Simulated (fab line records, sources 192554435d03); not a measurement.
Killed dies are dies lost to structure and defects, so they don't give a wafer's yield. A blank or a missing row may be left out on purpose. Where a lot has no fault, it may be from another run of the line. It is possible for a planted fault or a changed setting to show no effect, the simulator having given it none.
fab line records	flow n5_finfet
[record] lots = 7	wafers = 39
route steps=1938 shown FIN_SAQP@96 SD_EPI_N@288 BEOL_M0_SAQP@632 BEOL_M1@751 BEOL_M2@887 BEOL_M4@1108 BEOL_M6@1260
start_h: start of the lot's first displayed wafer, in hours after the record's first day	wait_h: hours from the lot's prior step to this one	" as in the row above	L1.1+2: a row that stands for several wafers	- either no value or no given start	* or withheld: withheld	< > ~ a bound
route shown NAME@n: NAME is a module with steps in the file, n the number in the route of the first one	usual: average and standard deviation across the fault-free wafers	same: alike in all rows	chamber/n: place in a boat	sites: per-site readings	_std_site: standard deviation across them	_edge_site: inner sites' mean taken away from outer sites' mean	radius_mm: for every site, how far away it sits from the centre of the wafer	mask NAME#n: copy n	behind: the tool/chamber that last shaped the wafer	hold: why the lot went on hold/how many hours it stayed there/how the hold came to an end	device: names the non-switching transistor (n, p or np)	end of line: the tests these same wafers got at the end of their route	a step without rows: its recipe alone	killed: the dies lost at the first sort to structure and to defects; this is not the yield of the wafer	map: a wafer's dies, marking killed ones x, the rest . and places with no die _
set.NAME: the setting as run; set.NAME@STEP: as run at that earlier step	model.NAME: the simulator's own value behind a step, which no gauge read
one table per step and one row per wafer, for lots whose settings were changed on purpose
[[steps]]
[step N5_FIN_SAQP_HM_DEP_03]
[recipe] material = SiNx	target_thk_a = 380	temp_c = 400	precursor = SiH4/NH3/N2	pressure_torr = 1.5	rf_w = 300	time_s = 33.6
lot.wafer	tool	chamber	start_h	wait_h	set.target_thk_a	model.SiNx_of_FIN_SAQP_HM_DEP_03.thk_nm
L075.1	pecvd-04	0	27.40	0.2	300.9	30.83
L075.2	"	1	"	"	380	39.11
L075.3	"	2	"	"	380	38.36
L075.4	"	0	"	"	300.9	30.99
L075.5	"	1	"	"	300.9	31.24
L075.6	"	2	"	"	380	38.6
L076.1	pecvd-02	0	32.68	0.2	516.1	51.32
L076.2	"	1	"	"	380	37.43
L076.3	"	0	"	"	516.1	52.22
L076.4	"	1	"	"	380	38.71
L076.5	"	0	"	"	516.1	52.49
L076.6	"	1	"	"	380	38.48
L079.1	pecvd-01	0	51.11	0.2	380	37.57
L079.2	"	1	"	"	380	37.98
L079.3	"	2	"	"	380	37.61
L079.4	"	0	"	"	380	38.05
L079.5	"	1	"	"	380	38.26
L079.6	"	2	"	"	380	38.03
L083.1	pecvd-02	1	75.56	0.2	380	38.14
L083.2	"	2	"	"	477.8	48.17
L083.3	"	0	"	"	477.8	48.41
L083.4	"	2	"	"	477.8	49.16
L083.5	"	0	"	"	380	38.83
L083.6	"	1	"	"	380	39.09
L084.1	pecvd-04	2	83.45	0.2	380	37.36
L084.3	"	0	"	"	380	37.81
L084.4	"	0	"	"	380	37.93
L087.1	pecvd-04	2	100.77	0.2	380	37.37
L087.2	"	0	"	"	208.3	21.02
L087.3	"	1	"	"	380	38.13
L087.4	"	2	"	"	208.3	21.3
L087.5	"	1	"	"	380	39.05
L087.6	"	0	"	"	208.3	21.88
L089.1	pecvd-04	0	111.88	0.2	380	37.9
L089.2	"	1	"	"	380	38.1
L089.3	"	2	"	"	380	37.7
L089.4	"	1	"	"	380	38.49
L089.5	"	0	"	"	380	37.66
L089.6	"	2	"	"	380	38.31
[step N5_FIN_SAQP_THK_MEAS_05]
[usual] thk_nm = 38.3/0.52
lot.wafer	tool	chamber	start_h	wait_h	set.target_thk_a@FIN_SAQP_HM_DEP_03	thk_nm
L075.1	film_metro-01	-	27.49	0.1	300.9	30.8
L075.2	"	-	"	"	380	39.1
L075.3	"	-	"	"	380	38.3
L075.4	"	-	"	"	300.9	31.0
L075.5	"	-	"	"	300.9	31.3
L075.6	"	-	"	"	380	38.6
L076.1	film_metro-01	-	32.79	0.1	516.1	51.4
L076.2	"	-	"	"	380	37.5
L076.3	"	-	"	"	516.1	52.2
L076.4	"	-	"	"	380	38.7
L076.5	"	-	"	"	516.1	52.5
L076.6	"	-	"	"	380	38.4
L079.1	film_metro-01	-	51.19	0.1	380	37.6
L079.2	"	-	"	"	380	38.0
L079.3	"	-	"	"	380	37.6
L079.4	"	-	"	"	380	38.1
L079.5	"	-	"	"	380	38.3
L079.6	"	-	"	"	380	38.0
L083.1	film_metro-01	-	75.65	0.1	380	38.2
L083.2	"	-	"	"	477.8	48.2
L083.3	"	-	"	"	477.8	48.4
L083.4	"	-	"	"	477.8	49.2
L083.5	"	-	"	"	380	38.8
L083.6	"	-	"	"	380	39.2
L084.1	film_metro-01	-	83.54	0.1	380	37.4
L084.3	"	-	"	"	380	37.8
L084.4	"	-	"	"	380	37.9
L087.1	film_metro-01	-	100.86	0.1	380	37.3
L087.2	"	-	"	"	208.3	21.0
L087.3	"	-	"	"	380	38.1
L087.4	"	-	"	"	208.3	21.3
L087.5	"	-	"	"	380	39.0
L087.6	"	-	"	"	208.3	21.9
L089.1	film_metro-01	-	111.97	0.1	380	37.9
L089.2	"	-	"	"	380	38.1
L089.3	"	-	"	"	380	37.7
L089.4	"	-	"	"	380	38.5
L089.5	"	-	"	"	380	37.6
L089.6	"	-	"	"	380	38.3
[step N5_FIN_SAQP_PECVD_47]
[recipe] material = a-Si	target_thk_a = 450	temp_c = 400	precursor = SiH4/He	pressure_torr = 3	rf_w = 100	time_s = 36.3
[step N5_FIN_SAQP_PECVD_48]
[recipe] material = SiNx	target_thk_a = 250	temp_c = 400	precursor = SiH4/NH3/N2	pressure_torr = 1.5	rf_w = 300	time_s = 22.1
[step N5_FIN_SAQP_MANDREL2_REMOVE_60]
[recipe] chemistry = HBr/Cl2/O2	bt_time_s = 10	target = a-Si	stop_on = SiNx	endpoint = OES-SiCl	over_etch_frac = 1	icp_w = 600	bias_w = 22	HBr_flow_sccm = 150	Cl2_flow_sccm = 80	O2_flow_sccm = 5	pressure_mtorr = 10
[step N5_FIN_SAQP_HM_OPEN_33]
[recipe] chemistry = CH3F/O2	target = SiNx	mask_material = SiO2	target_depth_a = 494	time_s = 70.6	pressure_mtorr = 30	source_w = 395	bias_w = 73	Ar_flow_sccm = 150	CH3F_flow_sccm = 30	O2_flow_sccm = 20	ion_energy_ev = 120	ends = cleared
[usual] etch_rf_on_time_s = 70.0/1.7
lot.wafer	tool	chamber	start_h	wait_h	set.target_thk_a@FIN_SAQP_HM_DEP_03	etch_rf_on_time_s	model.etch.depth_nm
L075.1	rie_diel-02	1	32.20	0.1	300.9	57.7	30.2
L075.2	"	2	"	"	380	73.1	38.48
L075.3	"	3	"	"	380	71.4	37.73
L075.4	"	0	"	"	300.9	55.2	30.36
L075.5	"	3	"	"	300.9	57.5	30.61
L075.6	"	0	"	"	380	69.7	37.97
L076.1	rie_diel-01	0	37.88	0.0	516.1	94.5	50.37
L076.2	"	3	"	"	380	67.1	36.68
L076.3	"	2	"	"	516.1	93.3	51.59
L076.4	"	1	"	"	380	67.8	38.08
L076.5	"	2	"	"	516.1	94.3	51.74
L076.6	"	1	"	"	380	67.2	37.53
L079.1	rie_diel-01	0	55.57	0.0	380	69.6	36.95
L079.2	"	3	"	"	380	68.2	37.36
L079.3	"	1	"	"	380	66.3	36.98
L079.4	"	2	"	"	380	68.3	37.42
L079.5	"	1	"	"	380	67.1	37.63
L079.6	"	2	"	"	380	68.6	37.4
L083.1	rie_diel-05	2	80.75	0.0	380	68.7	37.51
L083.2	"	1	"	"	477.8	90.5	47.55
L083.3	"	0	"	"	477.8	91.4	47.79
L083.4	"	3	"	"	477.8	93.0	48.53
L083.5	"	2	"	"	380	69.9	38.2
L083.6	"	3	"	"	380	74.2	38.47
L084.1	rie_diel-02	2	88.40	0.0	380	69.6	36.73
L084.3	"	0	"	"	380	68.9	37.18
L084.4	"	0	"	"	380	69.2	37.3
L087.1	rie_diel-01	1	105.82	0.0	380	65.8	36.68
L087.2	"	0	"	"	208.3	38.4	20.33
L087.3	"	3	"	"	380	69.7	37.25
L087.4	"	2	"	"	208.3	38.4	20.63
L087.5	"	0	"	"	380	71.8	38.36
L087.6	"	1	"	"	208.3	38.1	21.21
L089.1	rie_diel-05	2	118.95	0.0	380	68.0	37.27
L089.2	"	3	"	"	380	72.1	37.15
L089.3	"	1	"	"	380	69.6	36.95
L089.4	"	0	"	"	380	72.2	37.87
L089.5	"	1	"	"	380	69.0	36.71
L089.6	"	2	"	"	380	68.5	37.68
[step N5_SD_EPI_N_EPI_21]
[recipe] material = Si:P	dopant = P	temp_c = 680	pressure_torr = 255	time_s = 690
lot.wafer	tool	chamber	start_h	wait_h	set.time_s	model.Si-P_of_SD_EPI_N_EPI_21.thk_nm
L075.1	epi_rpcvd-01	0	59.13	0.1	690	60.4
L075.2+4	"	0	"	"	563.9	53.2
L075.3	"	0	"	"	690	60
L075.5	"	0	"	"	690	60.6
L075.6	"	0	"	"	563.9	53
L076.1	epi_rpcvd-02	0	66.60	0.2	1051	79.8
L076.2	"	0	"	"	1051	81.2
L076.3	"	0	"	"	1051	80.8
L076.4	"	0	"	"	690	60
L076.5	"	0	"	"	690	59.8
L076.6	"	0	"	"	690	58.8
L079.1	epi_rpcvd-02	0	79.73	0.2	690	60.4
L079.2+4	"	0	"	"	690	59.6
L079.3	"	0	"	"	690	59
L079.5	"	0	"	"	690	59.8
L079.6	"	0	"	"	690	59.4
L083.1	epi_rpcvd-01	0	107.44	0.1	329	30.8
L083.2	"	0	"	"	690	59.8
L083.3	"	0	"	"	690	59.4
L083.4	"	0	"	"	329	30.6
L083.5	"	0	"	"	329	30.4
L083.6	"	0	"	"	690	59.6
L084.1	epi_rpcvd-01	0	117.32	0.1	690	59.8
L084.3+4	"	0	"	"	690	59.6
L087.1	epi_rpcvd-01	0	131.30	0.1	388.3	35.4
L087.2+6	"	0	"	"	690	58.8
L087.3	"	0	"	"	690	58.6
L087.4	"	0	"	"	388.3	35.6
L087.5	"	0	"	"	388.3	35.8
L089.1	epi_rpcvd-04	0	143.29	0.2	421	38.4
L089.2	"	0	"	"	421	38.6
L089.3	"	0	"	"	690	58.8
L089.4	"	0	"	"	690	59.2
L089.5	"	0	"	"	690	58.6
L089.6	"	0	"	"	421	39
[step N5_SD_EPI_N_EPI_MEAS_23]
[recipe] mode = xrd
[usual] thk_nm = 59.0/1.3
lot.wafer	tool	chamber	start_h	wait_h	set.time_s@SD_EPI_N_EPI_21	thk_nm
L075.1	film_metro-01	-	60.85	1.4	690	59.6
L075.2	"	-	"	"	563.9	53.8
L075.3	"	-	"	"	690	59.2
L075.4	"	-	"	"	563.9	53.4
L075.5	"	-	"	"	690	58.3
L075.6	"	-	"	"	563.9	53.8
L076.1	film_metro-01	-	68.87	1.9	1051	80.1
L076.2	"	-	"	"	1051	81.2
L076.3	"	-	"	"	1051	80.1
L076.4	"	-	"	"	690	60.2
L076.5	"	-	"	"	690	60.4
L076.6	"	-	"	"	690	58.6
L079.1	film_metro-01	-	82.02	1.9	690	60.8
L079.2	"	-	"	"	690	60.5
L079.3	"	-	"	"	690	58.5
L079.4	"	-	"	"	690	59.4
L079.5	"	-	"	"	690	59.1
L079.6	"	-	"	"	690	59.9
L083.1	film_metro-02	-	109.15	1.5	329	31.3
L083.2	"	-	"	"	690	57.7
L083.3	"	-	"	"	690	57.6
L083.4	"	-	"	"	329	31.2
L083.5	"	-	"	"	329	33.0
L083.6	"	-	"	"	690	59.6
L084.1	film_metro-02	-	119.04	1.4	690	59.7
L084.3	"	-	"	"	690	59.3
L084.4	"	-	"	"	690	57.6
L087.1	film_metro-01	-	133.01	1.5	388.3	35.7
L087.2	"	-	"	"	690	59.0
L087.3	"	-	"	"	690	57.6
L087.4	"	-	"	"	388.3	35.7
L087.5	"	-	"	"	388.3	35.1
L087.6	"	-	"	"	690	57.6
L089.1	film_metro-01	-	145.56	2.0	421	39.2
L089.2	"	-	"	"	421	37.9
L089.3	"	-	"	"	690	58.7
L089.4	"	-	"	"	690	60.1
L089.5	"	-	"	"	690	56.9
L089.6	"	-	"	"	421	38.9
[step N5_BEOL_M0_SAQP_PECVD_00]
[recipe] material = SiCN	target_thk_a = 80	temp_c = withheld	precursor = 3MS/NH3	pressure_torr = 3	rf_w = 202	time_s = 14
lot.wafer	tool	chamber	start_h	wait_h	set.time_s	model.SiCN_of_BEOL_M0_SAQP_PECVD_00.thk_nm
L075.1+4+6	pecvd-04	0,2,0	113.88	0.2	19.5	11.2
L075.2+3+5	"	1,2,1	"	"	14	8
L076.1+3	pecvd-02	0,1	122.94	0.2	14	8.2
L076.2+4+5	"	2,2,1	"	"	6.364	3.8
L076.6	"	0	"	"	14	8
L079.1	pecvd-03	2	136.31	0.2	22.2	12.6
L079.2	"	0	"	"	14	8
L079.3+5	"	2	"	"	22.2	12.8
L079.4+6	"	0	"	"	14	8.2
L083.1+2+3	pecvd-02	2,1,0	164.04	0.2	6.871	3.8
L083.4	"	1	"	"	14	8
L083.5	"	2	"	"	14	8.2
L083.6	"	0	"	"	14	7.8
L084.1+4	pecvd-02	0,1	172.82	0.2	14	8
L084.3	"	2	"	"	14	7.8
L087.1+2+5	pecvd-04	0,1,0	188.55	0.2	14	7.8
L087.3+4+6	"	2,1,2	"	"	14	8
L089.1+4+5	pecvd-02	1,0,2	200.24	0.2	14	7.8
L089.2+3	"	0,2	"	"	21.77	12.2
L089.6	"	1	"	"	21.77	12.4
[step N5_BEOL_M1_ILD_DEP_00]
[recipe] material = SiOC	target_thk_a = 790	temp_c = 350	precursor = DEMS/O2	pressure_torr = 5	rf_w = 500	time_s = 15.3
lot.wafer	tool	chamber	start_h	wait_h	set.target_thk_a	model.SiOC_of_BEOL_M1_ILD_DEP_00.thk_nm
L075.1+2	pecvd-03	0,2	133.06	0.0	790	77.8
L075.3+4+5	"	2,0,0	"	"	790	78.8
L075.6	"	2	"	"	790	79.8
L076.1	pecvd-01	2	134.41	0.0	790	78
L076.2	"	1	"	"	790	77.2
L076.3+4+6	"	0,1,0	"	"	790	78.4
L076.5	"	2	"	"	790	79.4
L079.1	pecvd-04	0	149.56	0.0	1253	125
L079.2	"	2	"	"	790	77.2
L079.3+5	"	1,2	"	"	790	78.4
L079.4	"	1	"	"	1253	127
L079.6	"	0	"	"	1253	126.4
L083.1	pecvd-03	1	178.19	0.0	790	78.4
L083.2	"	0	"	"	790	77.8
L083.3	"	2	"	"	790	78
L083.4	"	1	"	"	790	79.8
L083.5	"	0	"	"	790	79.4
L083.6	"	2	"	"	790	79.6
L084.1	pecvd-03	2	189.81	0.0	790	80
L084.3	"	0	"	"	790	79.8
L084.4	"	0	"	"	790	78.8
L087.1	pecvd-04	1	202.32	0.0	449	46.4
L087.2	"	0	"	"	790	80.6
L087.3	"	2	"	"	449	45
L087.4	"	1	"	"	449	47
L087.5	"	2	"	"	790	79
L087.6	"	0	"	"	790	80.8
L089.1	pecvd-04	1	213.67	0.0	1016	100.8
L089.2	"	0	"	"	1016	100.2
L089.3	"	0	"	"	790	79
L089.4	"	1	"	"	1016	102.4
L089.5+6	"	1,0	"	"	790	79.2
[step N5_BEOL_M1_THK_MEAS_01]
[recipe] reads = SiOC_of_BEOL_M1_ILD_DEP_00
[usual] M1_ILD_THK = 79.0/1.1
lot.wafer	tool	chamber	start_h	wait_h	set.target_thk_a@BEOL_M1_ILD_DEP_00	M1_ILD_THK[nm]
L075.1	film_metro-01	-	133.14	0.1	790	77.8
L075.2	"	-	"	"	790	77.8
L075.3	"	-	"	"	790	78.9
L075.4	"	-	"	"	790	78.9
L075.5	"	-	"	"	790	78.8
L075.6	"	-	"	"	790	79.8
L076.1	film_metro-01	-	134.48	0.0	790	77.9
L076.2	"	-	"	"	790	77.2
L076.3	"	-	"	"	790	78.5
L076.4	"	-	"	"	790	78.5
L076.5	"	-	"	"	790	79.4
L076.6	"	-	"	"	790	78.4
L079.1	film_metro-02	-	149.63	0.0	1253	125.0
L079.2	"	-	"	"	790	77.2
L079.3	"	-	"	"	790	78.4
L079.4	"	-	"	"	1253	127.0
L079.5	"	-	"	"	790	78.4
L079.6	"	-	"	"	1253	126.3
L083.1	film_metro-01	-	178.26	0.0	790	78.4
L083.2	"	-	"	"	790	77.8
L083.3	"	-	"	"	790	77.9
L083.4	"	-	"	"	790	79.7
L083.5	"	-	"	"	790	79.3
L083.6	"	-	"	"	790	79.5
L084.1	film_metro-02	-	189.88	0.0	790	80.1
L084.3	"	-	"	"	790	79.6
L084.4	"	-	"	"	790	78.8
L087.1	film_metro-01	-	202.38	0.0	449	46.3
L087.2	"	-	"	"	790	80.6
L087.3	"	-	"	"	449	45.0
L087.4	"	-	"	"	449	47.1
L087.5	"	-	"	"	790	79.1
L087.6	"	-	"	"	790	80.8
L089.1	film_metro-01	-	213.76	0.1	1016	100.7
L089.2	"	-	"	"	1016	100.2
L089.3	"	-	"	"	790	79.0
L089.4	"	-	"	"	1016	102.4
L089.5	"	-	"	"	790	79.1
L089.6	"	-	"	"	790	79.2
[step N5_BEOL_M2_VIA_ETCH_34]
[recipe] chemistry = C4F6/O2	target_depth_a = 694	mask_material = SOC	pressure_mtorr = 15	ion_energy_ev = 250	taper_deg = 4	time_s = 65.9	source_w = 350	bias_w = 170	Ar_flow_sccm = 300	C4F6_flow_sccm = 10	O2_flow_sccm = 10
lot.wafer	tool	chamber	start_h	wait_h	set.target_depth_a	model.etch.depth_nm	model.SOC_of_BEOL_M2_COAT_67.thk_nm
L075.1	rie_diel-05	2	156.66	0.0	1043	105.8	47.4
L075.2	"	1	"	"	694	67.8	51.8
L075.3	"	3	"	"	1043	100.9	47.6
L075.4	"	0	"	"	694	66.5	52
L075.5	"	2	"	"	694	70.51	51.6
L075.6	"	3	"	"	1043	100.6	47.8
L076.1	rie_diel-01	3	162.04	0.0	694	69.99	51.6
L076.2	"	2	"	"	694	69.25	51.4
L076.3	"	1	"	"	694	71.56	51.4
L076.4	"	0	"	"	694	68.38	51.8
L076.5	"	2	"	"	694	69.13	51.6
L076.6	"	1	"	"	694	71.5	51.6
L079.1	rie_diel-02	1	180.43	0.0	694	68.26	52.2
L079.2	"	2	"	"	694	67.43	52.4
L079.3	"	0	"	"	694	69.7	52
L079.4	"	3	"	"	694	70.17	52
L079.5	"	3	"	"	694	69.72	52
L079.6	"	0	"	"	694	69.93	51.8
L083.1	rie_diel-01	2	198.85	0.0	853	85.25	49.6
L083.2+6	"	1	"	"	853	86.65	49.8
L083.3	"	3	"	"	694	69.32	51.8
L083.4	"	0	"	"	694	68.82	51.6
L083.5	"	2	"	"	694	69.45	51.6
L084.1	rie_diel-01	1	215.23	0.0	694	71.12	51.6
L084.3	"	1	"	"	694	71.55	51.4
L084.4	"	2	"	"	694	68.89	51.4
L087.1	rie_diel-01	0	228.77	0.0	694	71.92	51.2
L087.2	"	2	"	"	542.7	54.03	53.6
L087.3	"	1	"	"	542.7	55.77	53.4
L087.4	"	3	"	"	694	69.02	52
L087.5	"	1	"	"	542.7	56.56	53.4
L087.6	"	0	"	"	694	72.37	51.4
L089.1	rie_diel-05	3	234.68	0.0	694	66.13	52.6
L089.2	"	0	"	"	694	66.02	52.4
L089.3	"	1	"	"	694	66.33	52.6
L089.4	"	2	"	"	694	68.92	52.2
L089.5	"	2	"	"	694	68.18	52.2
L089.6	"	1	"	"	694	66.23	52.6
[step N5_BEOL_M4_DEP_57]
[recipe] material = SiCN	target_thk_a = 80	temp_c = withheld	precursor = 3MS/NH3	pressure_torr = 3	rf_w = 202	time_s = 14
lot.wafer	tool	chamber	start_h	wait_h	set.target_thk_a	model.SiCN_of_BEOL_M4_DEP_57.thk_nm
L075.1+4	pecvd-01	0,1	188.54	0.0	80	8
L075.2	"	1	"	"	46.25	4.4
L075.3	"	2	"	"	80	8.4
L075.5	"	0	"	"	46.25	4.8
L075.6	"	2	"	"	46.25	5
L076.1+4	pecvd-01	0	189.00	0.0	54.67	5.6
L076.2+6	"	2	"	"	80	8.4
L076.3	"	1	"	"	54.67	5.4
L076.5	"	1	"	"	80	8
L079.1+3	pecvd-03	0,2	215.15	0.0	93.16	9.2
L079.2+5	"	1,0	"	"	80	8
L079.4	"	1	"	"	93.16	9.4
L079.6	"	2	"	"	80	8.2
L083.1	pecvd-03	1	233.24	0.0	80	7.8
L083.2+3+4+5+6	"	0,2,1,2,0	"	"	80	8.2
L084.1+3	pecvd-02	1	244.18	0.0	80	7.8
L084.4	"	0	"	"	80	8
L087.1+2	pecvd-01	0,1	258.29	0.0	80	8
L087.3	"	2	"	"	80	8.4
L087.4	"	2	"	"	80	8.6
L087.5+6	"	1,0	"	"	80	8.2
L089.1+4+6	pecvd-02	0,2,0	275.58	0.0	80	8.2
L089.2+3	"	1,2	"	"	110.4	11
L089.5	"	1	"	"	110.4	11.2
[step N5_BEOL_M6_DEP_56]
[recipe] material = SiCN	target_thk_a = 100	temp_c = withheld	precursor = 3MS/NH3	pressure_torr = 3	rf_w = 202	time_s = 17.5
lot.wafer	tool	chamber	start_h	wait_h	set.target_thk_a	model.SiCN_of_BEOL_M6_DEP_56.thk_nm
L075.1	pecvd-04	1	209.09	0.0	78.19	7.8
L075.2+4	"	0,1	"	"	100	10.2
L075.3	"	0	"	"	78.19	8
L075.5	"	0	"	"	78.19	8.2
L075.6	"	1	"	"	100	10.4
L076.1	pecvd-01	0	209.37	0.0	81.45	7.8
L076.2+3	"	1,2	"	"	100	9.6
L076.4	"	0	"	"	100	9.8
L076.5	"	2	"	"	81.45	8
L076.6	"	1	"	"	81.45	8.2
L079.1+4	pecvd-01	1,0	237.45	0.0	151.9	15
L079.2	"	2	"	"	151.9	14.8
L079.3+5	"	0,2	"	"	100	9.8
L079.6	"	1	"	"	100	10
L083.1	pecvd-02	2	254.72	0.0	100	10
L083.2+6	"	0,2	"	"	73.47	7.4
L083.3+5	"	1,0	"	"	100	10.2
L083.4	"	1	"	"	73.47	7.6
L084.1	pecvd-02	0	262.33	0.0	100	9.6
L084.3+4	"	2,0	"	"	100	10
L087.1	pecvd-04	1	277.23	0.0	100	10
L087.2	"	2	"	"	100	9.8
L087.3	"	0	"	"	100	10.2
L087.4	"	0	"	"	67.73	7
L087.5	"	2	"	"	67.73	6.6
L087.6	"	1	"	"	67.73	6.8
L089.1	pecvd-04	2	295.13	0.0	100	9.6
L089.2	"	0	"	"	100	10.2
L089.3	"	1	"	"	145.7	14.4
L089.4	"	2	"	"	145.7	14.2
L089.5	"	1	"	"	145.7	14.6
L089.6	"	0	"	"	100	10
[[key]]
[split] step = N5_FIN_SAQP_HM_DEP_03	setting = target_thk_a	stated = 380	by = wafer
[response] step = N5_FIN_SAQP_HM_DEP_03	reading = model.SiNx_of_FIN_SAQP_HM_DEP_03.thk_nm	change = +0.377	per = 1%	r = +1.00
[response] step = N5_FIN_SAQP_THK_MEAS_05	reading = thk_nm	change = *	per = 1%	r = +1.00
[response] step = N5_FIN_SAQP_HM_OPEN_33	reading = etch_rf_on_time_s	change = *	per = 1%	r = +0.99
[response] step = N5_FIN_SAQP_HM_OPEN_33	reading = model.etch.depth_nm	change = +0.376	per = 1%	r = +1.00
[split] step = N5_SD_EPI_N_EPI_21	setting = time_s	stated = 690	by = wafer
[response] step = N5_SD_EPI_N_EPI_21	reading = model.Si-P_of_SD_EPI_N_EPI_21.thk_nm	change = +0.492	per = 1%	r = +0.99
[response] step = N5_SD_EPI_N_EPI_MEAS_23	reading = thk_nm	change = *	per = 1%	r = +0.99
[split] step = N5_BEOL_M0_SAQP_PECVD_00	setting = time_s	stated = 14	by = wafer
[response] step = N5_BEOL_M0_SAQP_PECVD_00	reading = model.SiCN_of_BEOL_M0_SAQP_PECVD_00.thk_nm	change = +0.0803	per = 1%	r = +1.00
[split] step = N5_BEOL_M1_ILD_DEP_00	setting = target_thk_a	stated = 790	by = wafer
[response] step = N5_BEOL_M1_ILD_DEP_00	reading = model.SiOC_of_BEOL_M1_ILD_DEP_00.thk_nm	change = +0.804	per = 1%	r = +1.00
[response] step = N5_BEOL_M1_THK_MEAS_01	reading = M1_ILD_THK	change = +0.804	per = 1%	r = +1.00
[split] step = N5_BEOL_M2_VIA_ETCH_34	setting = target_depth_a	stated = 694	by = wafer
[response] step = N5_BEOL_M2_VIA_ETCH_34	reading = model.etch.depth_nm	change = +0.694	per = 1%	r = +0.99
[response] step = N5_BEOL_M2_VIA_ETCH_34	reading = model.SOC_of_BEOL_M2_COAT_67.thk_nm	change = -0.0843	per = 1%	r = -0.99
[split] step = N5_BEOL_M4_DEP_57	setting = target_thk_a	stated = 80	by = wafer
[response] step = N5_BEOL_M4_DEP_57	reading = model.SiCN_of_BEOL_M4_DEP_57.thk_nm	change = +0.0798	per = 1%	r = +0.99
[split] step = N5_BEOL_M6_DEP_56	setting = target_thk_a	stated = 100	by = wafer
[response] step = N5_BEOL_M6_DEP_56	reading = model.SiCN_of_BEOL_M6_DEP_56.thk_nm	change = +0.0982	per = 1%	r = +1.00
